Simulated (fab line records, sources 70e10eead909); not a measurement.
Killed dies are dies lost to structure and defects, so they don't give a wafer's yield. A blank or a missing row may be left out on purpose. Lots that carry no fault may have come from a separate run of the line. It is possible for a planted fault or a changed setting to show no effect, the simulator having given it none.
A struck lot beside a sound one	flow nandHarc	14 steps out of a route of 1302
Sound: the wafers L692.1, L692.5, L692.6. Struck: wafer L699.4. (L699.1, L699.6 of the same lot were not struck and are left out.) The cause comes at the end.
Order at every step that has rows: each side's tool, ch and its chambers, its first start. Under that, the readings that differ: sound wafers	struck wafers	difference of the means	sigmas: that difference in standard deviations of wafers without a fault.
alike: words and numbers the same on both sides, and readings whose means are apart by under 2 such deviations; not compared: readings that were withheld, readings missing a value for some wafer, numbers with overlapping values and no deviation given by the record, and bounds like >300 which may hide the same value.
A row with sigmas, a row that says differs or no value, or rows on one side alone: a step with any of these is where the two part. Numbers that don't overlap but have no deviation are shown without sigmas and don't part them. Lack of a reading on every wafer of one side parts them only where that side has two or more wafers.

NHARC_A_DECK1_JOINT_CMP_02: polishes SiOx.
  sound on cmp-03 ch 1,2, day 14 00:37; struck on cmp-04 ch 1, day 16 05:02
  alike: motorCurrentA, slurryFlowMlMin
then, 1 step without rows for these wafers: NHARC_A_DECK1_JOINT_SRD_15.
NHARC_A_DECK1_JOINT_DEP_16: deposits SiO2, target thk 45 nm.
  sound on pecvd-02 ch 0,1,2, day 14 01:14; struck on pecvd-01 ch 2, day 16 05:29
reading	sound	struck	difference	sigmas
heaterPowerW (W)	595 563 384	739	+225	+2
  alike: throttleValvePct
NHARC_A_DECK1_JOINT_THK_MEAS_17: measures by ellipsometry.
  sound: filmMetro-01 at day 14 01:31; struck: filmMetro-01 at day 16 05:42
  alike: thkNm
NHARC_A_DECK1_JOINT_INSPECT_05:
  sound: defectInspect-02 at day 14 01:33; struck: defectInspect-02 at day 16 05:44
  alike: rawDefectCount
following that, 1 step holds no rows for these wafers, namely NHARC_A_ONON_D2_DEP_00 (target thickness 1000 nm).
NHARC_A_ONON_D2_THK_MEAS_02: measures by ellipsometry.
  sound: filmMetro-01 at day 14 02:07; struck: filmMetro-01 at day 16 06:19
reading	sound	struck	difference	sigmas
thkNm (nm)	1024 1025 1025	994	-31	-3
following that, 1 step holds no rows for these wafers, namely NHARC_A_ONON_D2_DEP_03 (target thickness 1000 nm).
NHARC_A_ONON_D2_THK_MEAS_05: measures by ellipsometry.
  sound: filmMetro-01 at day 14 02:41; struck: filmMetro-02 at day 16 06:53
  alike: thkNm
following that, 1 step holds no rows for these wafers, namely NHARC_A_ONON_D2_DEP_06 (target thickness 1000 nm).
NHARC_A_ONON_D2_THK_MEAS_08: measures by ellipsometry.
  sound: filmMetro-02 at day 14 03:15; struck: filmMetro-02 at day 16 07:27
  alike: thkNm
NHARC_A_ONON_D2_DEP_09: target thk 1000 nm.
  sound on pecvdOnon-01 ch 0, day 14 03:19; struck on pecvdOnon-01 ch 0, day 16 07:30
NHARC_A_ONON_D2_THK_MEAS_11: measures by ellipsometry.
  sound: filmMetro-02 at day 14 03:49; struck: filmMetro-01 at day 16 08:01
reading	sound	struck	difference	sigmas
thkNm (nm)	996 994 994	660	-335	-33
following that, 1 step holds no rows for these wafers, namely NHARC_A_ONON_D2_DEP_12 (target thickness 1000 nm).

WHERE THEY PART
Last at NHARC_A_ONON_D2_THK_MEAS_11 as far as this record goes, first at NHARC_A_DECK1_JOINT_DEP_16.

WHY: what the simulator had put in
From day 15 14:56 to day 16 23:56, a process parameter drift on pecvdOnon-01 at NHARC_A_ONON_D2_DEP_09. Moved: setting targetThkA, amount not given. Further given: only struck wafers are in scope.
